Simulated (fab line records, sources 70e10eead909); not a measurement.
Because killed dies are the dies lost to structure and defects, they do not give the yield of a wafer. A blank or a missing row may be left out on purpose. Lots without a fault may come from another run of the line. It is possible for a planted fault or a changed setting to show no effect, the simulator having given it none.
Problem report, 8D (eight disciplines) form, completed by code :: flow nand-harc :: the parts of the form that need people (team, actions taken, sign-off) are left out

== 1. WHAT WENT WRONG ==
Wafers without a fault read 26, standard deviation 9.1; killed-at-array at NHARC_END_SORT_01 reads a mean of 249 on 6 wafers belonging to 2 lots. Measured from the usual mean, that is +24 standard deviations.
First observed at day 22 08:22: wafer L784.1, on prober-01. The record has a number at this step for 15 wafers belonging to 5 lots. The rule behind "out" and "out of limits": a value lying over 4 standard deviations away from the usual mean. Any other wafer with a number is counted as sound.

== 2. WHAT THIS IS AND IS NOT ==
question: which readings at this step
is: killed-at-array, defect-limited-yield, killed-dies, sort_bin_2_pct, sort_bin_3_pct, sort_bin_4_pct, sort-n-pass, sort-rim-yield-pct, sort-yield-pct
is not: killed-at-other, killed-at-periphery, killed-open, killed-short

question: which lots
is: L781, L784
is not: L771, L773, L777

question: which wafers of those lots
is: all that have a number
is not: -

question: read on which gauges
is: prober-01, prober-02
is not: -

question: when
is: from day 22 08:22
is not: up to then (9 sound wafers)

== 3. WHAT RULES OUT EACH SUSPECT ==
Counting: a tool at any process step up to the reading remains a suspect when it ran all the lots that are out and ran no sound lot after the first of those.
- the gauge at NHARC_END_SORT_01 has been ruled out. Those wafers that are out were read across 2 gauges (prober-01, prober-02).
- cmp-04 at NHARC_A_M1_CMP_23 (polishes, t overpolish 20 s, target thk 154.34 nm): kept. All lots that are out passed through it, beginning with L784 at day 20 20:12, and no sound lot followed; its final sound lot before that point was L777 at day 19 17:11.
The count leaves cmp-04 at NHARC_A_M1_CMP_23.

== 4. THE CAUSE (what the simulator had put in) ==
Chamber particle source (cmp-04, NHARC_A_M1_CMP_23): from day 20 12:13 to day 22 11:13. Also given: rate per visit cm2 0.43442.
Only this tool survived the counting.

== 5. SEQUENCE OF EFFECTS, ordered by route ==
Rows list readings where the struck wafers' mean (over those with a number) sits beyond 3 standard deviations from the usual. Scope: only readings with a usual standard deviation given in the record; hours: median across lots of the time from each lot's start at the first step in this table that gives one to its start at this step; sigmas: change in usual standard deviations.
hours: 0
step: NHARC_END_SORT_01
reading: defect-limited-yield
usual: 95.5 %
on struck wafers: 62.8
change: -32.7
sigmas: -23

hours: 0
step: NHARC_END_SORT_01
reading: killed-at-array
usual: 26
on struck wafers: 249
change: +223
sigmas: +24

hours: 0
step: NHARC_END_SORT_01
reading: killed-dies
usual: 30
on struck wafers: 252
change: +222
sigmas: +24

hours: 0
step: NHARC_END_SORT_01
reading: sort_bin_2_pct
usual: 1.4 %
on struck wafers: 11.9
change: +10.5
sigmas: +18

hours: 0
step: NHARC_END_SORT_01
reading: sort_bin_3_pct
usual: 0.23 %
on struck wafers: 2.41
change: +2.18
sigmas: +13

hours: 0
step: NHARC_END_SORT_01
reading: sort_bin_4_pct
usual: 2.8 %
on struck wafers: 22.8
change: +20.0
sigmas: +22

hours: 0
step: NHARC_END_SORT_01
reading: sort-n-pass
usual: 647
on struck wafers: 425
change: -222
sigmas: -24

hours: 0
step: NHARC_END_SORT_01
reading: sort-rim-yield-pct
usual: 95.9 %
on struck wafers: 63.5
change: -32.4
sigmas: -15

hours: 0
step: NHARC_END_SORT_01
reading: sort-yield-pct
usual: 95.5 %
on struck wafers: 62.8
change: -32.7
sigmas: -23

== 6. HOW IT WOULD HAVE BEEN CAUGHT EARLIER ==
In this record the first reading out of limits at a measuring or inspecting step was taken at day 22 08:22, 44 hours after the fault began at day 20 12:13.
An alarm limit of 4 standard deviations would not have fired on the tool readings at NHARC_A_M1_CMP_23 for which the record gives a usual standard deviation, since none of them was out on any struck wafer.
By day 22 08:22, every lot that is out (2) had started NHARC_A_M1_CMP_23 on cmp-04. Holding the tool at that point would not have protected any of them.
